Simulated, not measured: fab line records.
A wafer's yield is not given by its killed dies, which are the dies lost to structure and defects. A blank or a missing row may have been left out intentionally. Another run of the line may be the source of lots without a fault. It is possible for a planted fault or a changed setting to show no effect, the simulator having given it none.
Chamber matching / flow nand-harc / rie-diel-06 running NHARC_A_STAIRCASE_DESCUM_270: 4 sister chambers
The step chemistry O2, time 3 s. 4 wafers are shown with their chamber, then 8 later ones without.

== WAFERS PAIRED WITH THEIR CHAMBERS ==
wafer=L085.1; chamber=2; drypump-motor-current-A (A)=5.6
wafer=L089.3; chamber=3; drypump-motor-current-A (A)=4.8
wafer=L089.4; chamber=1; drypump-motor-current-A (A)=5.4
wafer=L087.1; chamber=0; drypump-motor-current-A (A)=6.0

== WAFERS WHOSE CHAMBER IS MISSING ==
wafer=L087.2; drypump-motor-current-A (A)=4.8
wafer=L087.6; drypump-motor-current-A (A)=4.8
wafer=L092.4; drypump-motor-current-A (A)=5.9
wafer=L092.5; drypump-motor-current-A (A)=5.6
wafer=L092.6; drypump-motor-current-A (A)=5.4
wafer=L093.2; drypump-motor-current-A (A)=5.4
wafer=L093.4; drypump-motor-current-A (A)=5.6
wafer=L093.6; drypump-motor-current-A (A)=5.6

== WHICH CHAMBER EACH ONE RAN IN ==
wafer=L087.2; from the rows above=3; in truth=3
wafer=L087.6; from the rows above=3; in truth=3
wafer=L092.4; from the rows above=0; in truth=0
wafer=L092.5; from the rows above=2; in truth=2
wafer=L092.6; from the rows above=1; in truth=1
wafer=L093.2; from the rows above=1; in truth=1
wafer=L093.4; from the rows above=2; in truth=2
wafer=L093.6; from the rows above=2; in truth=2
Correctly placed: 8 of 8. Number that these rows cannot place: 0. Number placed wrongly: 0.
How it was worked out, from the rows above alone: a wafer's distance from a chamber is the root of the sum, over the readings, of the square of ((its reading less the chamber's mean) divided by the reading's scatter). If the next closest chamber is less than 2 further off than the closest, the wafer can't be placed; otherwise it belongs to the closest. The mean given for a chamber averages the wafers shown for that chamber. The scatter: with one shown wafer a chamber, the root of the mean of the squares of how far each hidden wafer lies from its nearest shown one.
